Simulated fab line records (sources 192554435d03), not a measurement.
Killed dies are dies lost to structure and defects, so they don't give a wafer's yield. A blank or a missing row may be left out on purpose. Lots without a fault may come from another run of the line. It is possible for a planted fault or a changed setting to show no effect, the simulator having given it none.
fab line records	flow n5_finfet
record: lots: 7	wafers: 21
route steps=1938 shown ZERO_LAYER@9 PMOS_HMC_CHANNEL_EPI@63 FIN_SAQP@109 FIN_CUT@155 DUMMY_GATE@246 SD_EPI_N@267
start_h: start of the lot's first displayed wafer, in hours after the record's first day	wait_h: how many hours have passed since the lot's step before this one	" the same as in the row above	L1.1+2: a single row standing in for several wafers	- no value, or no start was given	* or withheld: withheld	< > ~ a bound
route shown NAME@n: names a module that has steps shown in the file, with the first one's number in the route	usual: mean and standard deviation over wafers with no fault	same: alike in all rows	chamber/n: place in a boat	sites: the reading at each site	_std_site: standard deviation across them	_edge_site: the outer-site mean with the inner-site mean subtracted	radius_mm: for every site, how far away it sits from the centre of the wafer	mask NAME#n: copy n	behind: the tool/chamber that last shaped the wafer	hold: the reason the lot was held/the length of the hold in hours/how it ended	device: the n, p or np transistor that did not switch	end of line: the same wafers' tests at the end of the route	a step without rows: its recipe alone	killed: count of dies lost to structure and defects at first sort (not the wafer's yield)	map: shows each die of a wafer: x if killed, . if not, _ if none is there
set.NAME: setting as actually run; set.NAME@STEP: the setting as run at that earlier step	model.NAME: the simulator's own value behind a step, which no gauge read
lots whose settings were changed on purpose; a table a step, a row a wafer
== steps ==
step: N5_ZERO_LAYER_EXPOSE_08
recipe: mask_id: ZERO	na: 0.55	source_shape: conventional	sigma_outer: 0.8	polarization: unpolarized	defocus_nm: 0	target_cd_nm: 2000	dose_mj: 16.2
lot.wafer	tool	chamber	start_h	wait_h	mask	set.dose_mj
L081.1	krf_scanner-01	0	54.46	-	ZERO#0	16.2
L081.4+5	"	0	"	"	ZERO#0	15.8
L083.1+4+5	krf_scanner-02	0	66.59	-	ZERO#0	16.2
L084.1	krf_scanner-02	0	72.47	-	ZERO#0	16.59
L084.3+6	"	0	"	"	ZERO#0	16.2
L085.4+5	krf_scanner-02	0	78.48	-	ZERO#0	16.56
L085.6	"	0	"	"	ZERO#0	16.2
L086.2	krf_scanner-01	0	84.60	-	ZERO#0	15.67
L086.4+6	"	0	"	"	ZERO#0	16.2
L088.3+4	krf_scanner-01	0	96.63	-	ZERO#0	15.24
L088.5	"	0	"	"	ZERO#0	16.2
L095.3+6	krf_scanner-02	0	138.48	-	ZERO#0	16.54
L095.4	"	0	"	"	ZERO#0	16.2
step: N5_ZERO_LAYER_DEVELOP_10
recipe: develop_time_s: 60	rinse_liquid: diw	dry: air_spin	dev_temp_c: 21
lot.wafer	tool	chamber	start_h	wait_h	set.develop_time_s
L081.1	litho_track-05	0	-	-	60
L081.4+5	"	0	"	"	64.03
L083.1+4+5	litho_track-05	0	-	-	60
L084.1+3	litho_track-05	0	-	-	60
L084.6	"	0	"	"	47.67
L085.4	litho_track-02	0	-	-	69.69
L085.5+6	"	0	"	"	60
L086.2+4+6	litho_track-02	0	-	-	60
L088.3+5	litho_track-05	0	-	-	69.92
L088.4	"	0	"	"	60
L095.3+4	litho_track-03	0	-	-	60
L095.6	"	0	"	"	69.19
step: N5_ZERO_LAYER_HARDBAKE_23
recipe: temp_c: 130	time_s: 120
step: N5_ZERO_LAYER_CD_MEAS_11
recipe: target_cd_nm: 2000	landing_energy_ev: 500	detector: se_inlens
usual: cd_nm: 2000.6/2.3
lot.wafer	tool	chamber	start_h	wait_h	set.dose_mj@ZERO_LAYER_EXPOSE_08	cd_nm
L081.1	cd_sem-01	0	54.64	-	16.2	1997.7
L081.4	"	0	"	"	15.8	1998.9
L081.5	"	0	"	"	15.8	1994.7
L083.1	cd_sem-01	0	66.77	-	16.2	2001.3
L083.4	"	0	"	"	16.2	2001.3
L083.5	"	0	"	"	16.2	1998.5
L084.1	cd_sem-03	0	72.65	-	16.59	2005.7
L084.3	"	0	"	"	16.2	1997.3
L084.6	"	0	"	"	16.2	1993.2
L085.4	cd_sem-01	0	78.65	-	16.56	2008.2
L085.5	"	0	"	"	16.56	2004.0
L085.6	"	0	"	"	16.2	1998.6
L086.2	cd_sem-03	0	84.77	-	15.67	1990.6
L086.4	"	0	"	"	16.2	1998.9
L086.6	"	0	"	"	16.2	1999.5
L088.3	cd_sem-01	0	96.80	-	15.24	1991.5
L088.4	"	0	"	"	15.24	1984.6
L088.5	"	0	"	"	16.2	2003.9
L095.3	cd_sem-03	0	138.64	-	16.54	2007.1
L095.4	"	0	"	"	16.2	2004.2
L095.6	"	0	"	"	16.54	2009.3
step: N5_PMOS_HMC_CHANNEL_EPI_PEB_07
recipe: peb_temp_c: 110	peb_time_s: 60	resist: CAR-ArF-block
lot.wafer	tool	chamber	start_h	wait_h	set.peb_time_s
L081.1	litho_track-05	0	60.52	0.1	60
L081.4+5	"	0	"	"	72.51
L083.1+4+5	litho_track-05	0	71.24	0.1	60
L084.1	litho_track-05	0	77.21	0.1	70.95
L084.3+6	"	0	"	"	60
L085.4+5+6	litho_track-04	0	84.00	0.0	60
L086.2	litho_track-02	0	89.78	0.0	47.89
L086.4+6	"	0	"	"	60
L088.3+4	litho_track-02	0	101.11	0.0	60
L088.5	"	0	"	"	73.18
L095.3+4+6	litho_track-02	0	142.78	0.0	60
step: N5_PMOS_HMC_CHANNEL_EPI_DEVELOP_08
recipe: develop_time_s: 30	developer: TMAH	resist: CAR-ArF-block	dev_temp_c: 23	rinse_liquid: diw	dry: air_spin
step: N5_PMOS_HMC_CHANNEL_EPI_CD_MEAS_09
recipe: target_cd_nm: 237.4	landing_energy_ev: 500	detector: se_inlens
usual: cd_nm: 237.9/1
lot.wafer	tool	chamber	start_h	wait_h	set.peb_time_s@PMOS_HMC_CHANNEL_EPI_PEB_07	cd_nm
L081.1	cd_sem-02	0	60.59	-	60	237.1
L081.4	"	0	"	"	72.51	245.6
L081.5	"	0	"	"	72.51	245.0
L083.1	cd_sem-01	0	71.30	-	60	237.8
L083.4	"	0	"	"	60	237.8
L083.5	"	0	"	"	60	237.1
L084.1	cd_sem-01	0	77.28	-	70.95	243.0
L084.3	"	0	"	"	60	236.6
L084.6	"	0	"	"	60	235.7
L085.4	cd_sem-02	0	84.07	-	60	239.4
L085.5	"	0	"	"	60	238.5
L085.6	"	0	"	"	60	238.9
L086.2	cd_sem-03	0	89.85	-	47.89	227.9
L086.4	"	0	"	"	60	237.2
L086.6	"	0	"	"	60	236.9
L088.3	cd_sem-01	0	101.18	-	60	236.7
L088.4	"	0	"	"	60	238.7
L088.5	"	0	"	"	73.18	245.7
L095.3	cd_sem-01	0	142.84	-	60	236.5
L095.4	"	0	"	"	60	236.9
L095.6	"	0	"	"	60	238.9
step: N5_PMOS_HMC_CHANNEL_EPI_DESCUM_14
recipe: chemistry: O2	time_s: 7.9	source_power_w: 50	bias_power_w: 20	pressure_mtorr: 20	rf_frequency_hz: 2.712e+07	temp_c: 40	resist: CAR-ArF-block	o2_flow_sccm: 225
lot.wafer	tool	chamber	start_h	wait_h	set.peb_time_s@PMOS_HMC_CHANNEL_EPI_PEB_07	model.PMOS_HMC_CHANNEL_EPI.cd_nm
L081.1	rie_diel-03	2	60.68	0.0	60	236.9
L081.4	"	0	"	"	72.51	245.2
L081.5	"	2	"	"	72.51	244.8
L083.1	rie_diel-05	0	71.56	0.2	60	238.2
L083.4	"	3	"	"	60	237.9
L083.5	"	1	"	"	60	237.4
L084.1	rie_diel-04	0	77.81	0.5	70.95	243.1
L084.3	"	1	"	"	60	236.6
L084.6	"	1	"	"	60	236
L085.4	rie_diel-05	0	84.16	0.0	60	239.6
L085.5	"	3	"	"	60	238.4
L085.6	"	2	"	"	60	239.2
L086.2	rie_diel-05	1	90.00	0.1	47.89	228.1
L086.4	"	2	"	"	60	237.6
L086.6	"	2	"	"	60	237.4
L088.3	rie_diel-04	2	101.27	0.0	60	236.9
L088.4	"	3	"	"	60	239
L088.5	"	2	"	"	73.18	245.6
L095.3	rie_diel-04	2	142.93	0.0	60	236.8
L095.4	"	3	"	"	60	237.1
L095.6	"	2	"	"	60	238.6
step: N5_PMOS_HMC_CHANNEL_EPI_ETCH_32
recipe: chemistry: N2/H2	target: BARC	stop_on: SiO2	target_depth_a: 858	over_etch_frac: 0.3	time_s: 50.3	ion_energy_ev: 200	mask_material: CAR-ArF-block	pressure_mtorr: 30	source_w: 840	bias_w: 150	n2_flow_sccm: 200	h2_flow_sccm: 200
lot.wafer	tool	chamber	start_h	wait_h	set.peb_time_s@PMOS_HMC_CHANNEL_EPI_PEB_07	model.PMOS_HMC_CHANNEL_EPI.cd_nm
L081.1	rie_diel-03	2	60.71	0.0	60	238.6
L081.4	"	0	"	"	72.51	247
L081.5	"	2	"	"	72.51	246.4
L083.1	rie_diel-05	0	71.60	0.0	60	240.8
L083.4	"	3	"	"	60	239.5
L083.5	"	1	"	"	60	240
L084.1	rie_diel-04	0	77.84	0.0	70.95	245.8
L084.3	"	1	"	"	60	239
L084.6	"	1	"	"	60	237.9
L085.4	rie_diel-05	0	84.19	0.0	60	243.6
L085.5	"	3	"	"	60	240.1
L085.6	"	2	"	"	60	241.4
L086.2	rie_diel-05	1	90.03	0.0	47.89	231.4
L086.4	"	2	"	"	60	240.2
L086.6	"	2	"	"	60	239.5
L088.3	rie_diel-04	2	101.30	0.0	60	238.8
L088.4	"	3	"	"	60	240.9
L088.5	"	2	"	"	73.18	246.9
L095.3	rie_diel-04	2	142.96	0.0	60	238
L095.4	"	3	"	"	60	238.8
L095.6	"	2	"	"	60	240.3
step: N5_FIN_SAQP_PEB_14
recipe: peb_temp_c: withheld	peb_time_s: 60	resist: CAR-ArF
lot.wafer	tool	chamber	start_h	wait_h	set.peb_time_s
L081.1+4	litho_track-05	0	64.77	0.1	60
L081.5	"	0	"	"	69.55
L083.1+4+5	litho_track-05	0	75.52	0.1	60
L084.1+3+6	litho_track-03	0	81.80	0.1	60
L085.4+5	litho_track-05	0	89.08	0.0	60
L085.6	"	0	"	"	54.83
L086.2+6	litho_track-05	0	95.00	0.0	55.71
L086.4	"	0	"	"	60
L088.3+4	litho_track-03	0	105.83	0.0	60
L088.5	"	0	"	"	56.04
L095.3+4	litho_track-03	0	147.85	0.0	52.26
L095.6	"	0	"	"	60
step: N5_FIN_SAQP_DEVELOP_15
recipe: develop_time_s: 30	developer: TMAH	resist: CAR-ArF	dev_temp_c: 23	rinse_liquid: diw	dry: air_spin
step: N5_FIN_SAQP_CD_MEAS_16
recipe: target_cd_nm: 35.6	landing_energy_ev: 500	detector: se_inlens
usual: cd_nm: 35.73/0.26
lot.wafer	tool	chamber	start_h	wait_h	set.peb_time_s@FIN_SAQP_PEB_14	cd_nm
L081.1	cd_sem-02	0	64.84	-	60	35.63
L081.4	"	0	"	"	60	35.99
L081.5	"	0	"	"	69.55	34.10
L083.1	cd_sem-02	0	75.59	-	60	35.90
L083.4	"	0	"	"	60	35.99
L083.5	"	0	"	"	60	35.84
L084.1	cd_sem-03	0	81.87	-	60	35.76
L084.3	"	0	"	"	60	35.39
L084.6	"	0	"	"	60	35.23
L085.4	cd_sem-03	0	89.15	-	60	35.61
L085.5	"	0	"	"	60	35.02
L085.6	"	0	"	"	54.83	37.10
L086.2	cd_sem-03	0	95.07	-	55.71	36.84
L086.4	"	0	"	"	60	35.94
L086.6	"	0	"	"	55.71	36.89
L088.3	cd_sem-01	0	105.90	-	60	35.80
L088.4	"	0	"	"	60	36.18
L088.5	"	0	"	"	56.04	36.71
L095.3	cd_sem-03	0	147.93	-	52.26	37.60
L095.4	"	0	"	"	52.26	37.77
L095.6	"	0	"	"	60	35.94
step: N5_FIN_SAQP_FIN_ETCH_36
recipe: chemistry: HBr/Cl2/O2	target_depth_a: 1200	mask_material: SiNx	time_s: 50.4	bias_w: 102	pressure_mtorr: 10	icp_w: 800	HBr_flow_sccm: 150	Cl2_flow_sccm: 80	O2_flow_sccm: 12
lot.wafer	tool	chamber	start_h	wait_h	set.icp_w	model.etch.depth_nm	model.FIN_SAQP.feature_depth_nm
L081.1	rie_si-03	2	69.16	0.0	800	123.6	123.6
L081.4	"	0	"	"	890.4	126.7	126.6
L081.5	"	0	"	"	800	120.4	120.4
L083.1	rie_si-03	2	80.21	0.0	800	122.5	122.6
L083.4	"	3	"	"	800	118.5	118.6
L083.5	"	2	"	"	800	122.6	122.6
L084.1	rie_si-03	2	85.95	0.0	800	121.5	121.6
L084.3	"	1	"	"	800	119.4	119.4
L084.6	"	2	"	"	800	120.7	120.8
L085.4	rie_si-03	2	94.65	0.0	899.4	127.6	127.6
L085.5	"	1	"	"	800	119.2	119.2
L085.6	"	2	"	"	800	122.4	122.4
L086.2	rie_si-01	0	99.55	0.0	800	119	119
L086.4	"	3	"	"	704.8	113.3	113.2
L086.6	"	2	"	"	800	118.2	118.2
L088.3	rie_si-05	2	110.40	0.0	800	117	117
L088.4	"	0	"	"	800	117.4	117.4
L088.5	"	3	"	"	800	118.9	118.8
L095.3	rie_si-03	3	152.38	0.0	726.4	114.1	114
L095.4	"	3	"	"	800	119.6	119.6
L095.6	"	1	"	"	800	118.9	119
step: N5_FIN_CUT_COAT_19
recipe: resist: SiARC	temp_c: 220	time_s: 60	spin_rpm: 1500	resist_thk_nm: 20
lot.wafer	tool	chamber	start_h	wait_h	set.spin_rpm	model.SiARC_of_FIN_CUT_COAT_19.thk_nm
L081.1+4	litho_track-02	0	-	-	1500	20
L081.5	"	0	"	"	1395	20.6
L083.1+4+5	litho_track-04	0	-	-	1500	20
L084.1+3+6	litho_track-01	0	-	-	1604	19.4
L085.4+5	litho_track-04	0	-	-	1433	20.4
L085.6	"	0	"	"	1500	20
L086.2+6	litho_track-01	0	-	-	1500	20
L086.4	"	0	"	"	1350	21
L088.3	litho_track-02	0	-	-	1617	19.2
L088.4+5	"	0	"	"	1500	20
L095.3+4+6	litho_track-02	0	-	-	1500	20
step: N5_FIN_CUT_COAT_29
recipe: resist: underlayer	temp_c: 205	time_s: 60	spin_rpm: 1500	resist_thk_nm: 10
step: N5_FIN_CUT_COAT_02
recipe: resist: CAR-EUV	spin_rpm: 1500	resist_thk_nm: 30
step: N5_FIN_CUT_DESCUM_13
recipe: chemistry: O2	time_s: 7	source_power_w: 50	bias_power_w: 20	pressure_mtorr: 20	rf_frequency_hz: 2.712e+07	temp_c: 40	resist: CAR-EUV	o2_flow_sccm: 225
step: N5_FIN_CUT_ETCH_30
recipe: chemistry: N2/H2	target: underlayer	target_depth_a: 130	mask_material: CAR-EUV	time_s: 10.4	ion_energy_ev: 200	pressure_mtorr: 30	source_w: 840	bias_w: 150	n2_flow_sccm: 200	h2_flow_sccm: 200	ends: cleared
step: N5_FIN_CUT_ETCH_20
recipe: chemistry: CF4	target: SiARC	target_depth_a: 260	mask_material: CAR-EUV	time_s: 43.3	ion_energy_ev: 80	pressure_mtorr: 40	source_w: 545	bias_w: 36	Ar_flow_sccm: 100	cf4_flow_sccm: 100	ends: cleared
usual: etch_rf_on_time_s: 43.0/0.96
lot.wafer	tool	chamber	start_h	wait_h	set.spin_rpm@FIN_CUT_COAT_19	etch_rf_on_time_s	model.etch.depth_nm
L081.1	rie_diel-03	1	70.02	0.0	1500	42.2	19.97
L081.4	"	2	"	"	1500	41.7	19.96
L081.5	"	3	"	"	1395	44.3	20.7
L083.1	rie_diel-05	0	81.06	0.0	1500	43.3	20.07
L083.4	"	3	"	"	1500	42.7	20.06
L083.5	"	3	"	"	1500	42.6	20.03
L084.1	rie_diel-05	1	86.80	0.0	1604	41.4	19.35
L084.3	"	2	"	"	1604	41.9	19.34
L084.6	"	2	"	"	1604	41.7	19.36
L085.4	rie_diel-03	3	95.54	0.0	1433	44.2	20.43
L085.5	"	2	"	"	1433	43.0	20.48
L085.6	"	1	"	"	1500	42.8	20.01
L086.2	rie_diel-03	1	100.31	0.0	1500	42.0	19.95
L086.4	"	1	"	"	1350	44.3	21
L086.6	"	1	"	"	1500	42.2	19.96
L088.3	rie_diel-04	2	111.26	0.0	1617	42.9	19.25
L088.4	"	3	"	"	1500	43.9	19.97
L088.5	"	2	"	"	1500	44.0	20.01
L095.3	rie_diel-04	3	153.24	0.0	1500	43.7	19.98
L095.4	"	1	"	"	1500	43.5	20.02
L095.6	"	2	"	"	1500	44.3	19.95
step: N5_FIN_CUT_ETCH_21
recipe: chemistry: N2/H2	target: SOC	target_depth_a: 2190	overetch_a: 438	mask_material: SiARC	temp_c: 40	ion_energy_ev: 100	bias_w: 61	time_s: 523.5	pressure_mtorr: 30	source_w: 850	n2_flow_sccm: 200	h2_flow_sccm: 200
lot.wafer	tool	chamber	start_h	wait_h	set.spin_rpm@FIN_CUT_COAT_19	model.SiARC_of_FIN_CUT_COAT_19.thk_nm
L081.1	rie_diel-03	1	70.06	0.0	1500	11.8
L081.4	"	2	"	"	1500	11.6
L081.5	"	3	"	"	1395	12.6
L083.1+4+5	rie_diel-05	0,3,3	81.10	0.0	1500	11.8
L084.1	rie_diel-05	1	86.84	0.0	1604	11.2
L084.3+6	"	2	"	"	1604	11.4
L085.4	rie_diel-03	3	95.71	0.2	1433	12.4
L085.5	"	2	"	"	1433	12
L085.6	"	1	"	"	1500	11.8
L086.2+6	rie_diel-03	1	100.37	0.0	1500	11.6
L086.4	"	1	"	"	1350	12.8
L088.3	rie_diel-04	2	111.30	0.0	1617	11.4
L088.4+5	"	3,2	"	"	1500	12
L095.3+4+6	rie_diel-04	3,1,2	153.28	0.0	1500	12
step: N5_DUMMY_GATE_ETCH_32
recipe: chemistry: CF4	target: SiO2	target_depth_a: 35	time_s: 3.9	ion_energy_ev: 350	pressure_mtorr: 10	icp_w: 800	bias_w: 400	cf4_flow_sccm: 80
lot.wafer	tool	chamber	start_h	wait_h	set.time_s	model.etch.depth_nm
L081.1	rie_si-04	3	95.88	0.1	4.161	3.679
L081.4	"	0	"	"	3.9	3.491
L081.5	"	1	"	"	4.161	3.692
L083.1	rie_si-04	2	102.57	0.1	3.9	3.489
L083.4	"	0	"	"	3.9	3.475
L083.5	"	1	"	"	3.9	3.479
L084.1	rie_si-04	3	108.55	0.1	3.418	3.024
L084.3	"	0	"	"	3.9	3.488
L084.6	"	2	"	"	3.418	3.071
L085.4	rie_si-02	2	116.55	0.1	4.681	4.151
L085.5	"	3	"	"	3.9	3.565
L085.6	"	1	"	"	3.9	3.611
L086.2	rie_si-04	3	119.81	0.1	3.9	3.425
L086.4	"	2	"	"	3.9	3.497
L086.6	"	3	"	"	3.9	3.408
L088.3	rie_si-04	1	130.41	0.1	3.9	3.524
L088.4	"	3	"	"	3.521	3.119
L088.5	"	0	"	"	3.521	3.164
L095.3	rie_si-04	0	177.42	0.1	4.503	3.982
L095.4	"	3	"	"	3.9	3.46
L095.6	"	0	"	"	3.9	3.495
step: N5_DUMMY_GATE_ETCH_44
recipe: chemistry: HBr/O2	over_etch_frac: 0.7	target_depth_a: 1275	stop_on: SiO2	ion_energy_ev: 60	bias_w: 20	target: poly-Si	mask_material: SiO2	pressure_mtorr: 20	icp_w: 400	HBr_flow_sccm: 120	O2_flow_sccm: 10
usual: oes_product_au: 0.726/0.013
lot.wafer	tool	chamber	start_h	wait_h	set.target_depth_a	oes_product_au
L081.1	rie_si-04	3	95.97	0.0	1275	0.718
L081.4	"	0	"	"	1275	0.735
L081.5	"	1	"	"	1275	0.721
L083.1	rie_si-04	2	102.66	0.0	1275	0.740
L083.4	"	0	"	"	1275	0.737
L083.5	"	1	"	"	1275	0.730
L084.1	rie_si-04	3	108.64	0.0	1405	0.676
L084.3	"	0	"	"	1275	0.725
L084.6	"	2	"	"	1405	0.701
L085.4	rie_si-02	2	116.67	0.0	1275	0.701
L085.5	"	3	"	"	1275	0.728
L085.6	"	1	"	"	1275	0.717
L086.2	rie_si-04	3	119.90	0.0	1275	0.733
L086.4	"	2	"	"	1143	0.786
L086.6	"	3	"	"	1143	0.778
L088.3	rie_si-04	1	130.50	0.0	1275	0.742
L088.4	"	3	"	"	1275	0.725
L088.5	"	0	"	"	1275	0.732
L095.3	rie_si-04	0	177.51	0.0	1404	0.693
L095.4	"	3	"	"	1275	0.732
L095.6	"	0	"	"	1404	0.690
step: N5_SD_EPI_N_EXPOSE_06
recipe: mask_id: SD_N_BLK	na: 1.35	source_shape: conventional	sigma_outer: 0.8	polarization: unpolarized	target_cd_nm: 120	dose_mj: 39.75
lot.wafer	tool	chamber	start_h	wait_h	mask	set.dose_mj
L081.1	arfi_scanner-02	0	97.38	-	SD_N_BLK#0	42.44
L081.4+5	"	0	"	"	SD_N_BLK#0	39.75
L083.1+4+5	arfi_scanner-02	0	103.88	-	SD_N_BLK#0	39.75
L084.1+3	arfi_scanner-02	0	109.78	-	SD_N_BLK#0	40.55
L084.6	"	0	"	"	SD_N_BLK#0	39.75
L085.4+5+6	arfi_scanner-01	0	118.12	-	SD_N_BLK#0	39.75
L086.2+6	arfi_scanner-03	0	121.17	-	SD_N_BLK#0	39.75
L086.4	"	0	"	"	SD_N_BLK#0	42.69
L088.3+4+5	arfi_scanner-01	0	131.67	-	SD_N_BLK#0	39.75
L095.3+4+6	arfi_scanner-02	0	178.80	-	SD_N_BLK#0	39.75
== key ==
split: step: N5_ZERO_LAYER_EXPOSE_08	setting: dose_mj	stated: 16.2	by: wafer
response: step: N5_ZERO_LAYER_CD_MEAS_11	reading: cd_nm	change: +2.61	per: 1%	r: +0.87
split: step: N5_ZERO_LAYER_DEVELOP_10	setting: develop_time_s	stated: 60	by: wafer
response none clear
split: step: N5_PMOS_HMC_CHANNEL_EPI_PEB_07	setting: peb_time_s	stated: 60	by: wafer
response: step: N5_PMOS_HMC_CHANNEL_EPI_CD_MEAS_09	reading: cd_nm	change: +0.395	per: 1%	r: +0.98
response: step: N5_PMOS_HMC_CHANNEL_EPI_DESCUM_14	reading: model.PMOS_HMC_CHANNEL_EPI.cd_nm	change: +0.391	per: 1%	r: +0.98
response: step: N5_PMOS_HMC_CHANNEL_EPI_ETCH_32	reading: model.PMOS_HMC_CHANNEL_EPI.cd_nm	change: +0.379	per: 1%	r: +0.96
split: step: N5_FIN_SAQP_PEB_14	setting: peb_time_s	stated: 60	by: wafer
response: step: N5_FIN_SAQP_CD_MEAS_16	reading: cd_nm	change: -0.13	per: 1%	r: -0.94
split: step: N5_FIN_SAQP_FIN_ETCH_36	setting: icp_w	stated: 800	by: wafer
response: step: N5_FIN_SAQP_FIN_ETCH_36	reading: model.etch.depth_nm	change: +0.489	per: 1%	r: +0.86
response: step: N5_FIN_SAQP_FIN_ETCH_36	reading: model.FIN_SAQP.feature_depth_nm	change: +0.491	per: 1%	r: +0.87
split: step: N5_FIN_CUT_COAT_19	setting: spin_rpm	stated: 1500	by: wafer
response: step: N5_FIN_CUT_COAT_19	reading: model.SiARC_of_FIN_CUT_COAT_19.thk_nm	change: -0.0967	per: 1%	r: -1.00
response: step: N5_FIN_CUT_ETCH_20	reading: etch_rf_on_time_s	change: *	per: 1%	r: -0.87
response: step: N5_FIN_CUT_ETCH_20	reading: model.etch.depth_nm	change: -0.101	per: 1%	r: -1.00
response: step: N5_FIN_CUT_ETCH_21	reading: model.SiARC_of_FIN_CUT_COAT_19.thk_nm	change: -0.108	per: 1%	r: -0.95
split: step: N5_DUMMY_GATE_ETCH_32	setting: time_s	stated: 3.9	by: wafer
response: step: N5_DUMMY_GATE_ETCH_32	reading: model.etch.depth_nm	change: +0.0317	per: 1%	r: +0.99
split: step: N5_DUMMY_GATE_ETCH_44	setting: target_depth_a	stated: 1275	by: wafer
response: step: N5_DUMMY_GATE_ETCH_44	reading: oes_product_au	change: -0.00412	per: 1%	r: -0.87
split: step: N5_SD_EPI_N_EXPOSE_06	setting: dose_mj	stated: 39.75	by: wafer
response none in this file
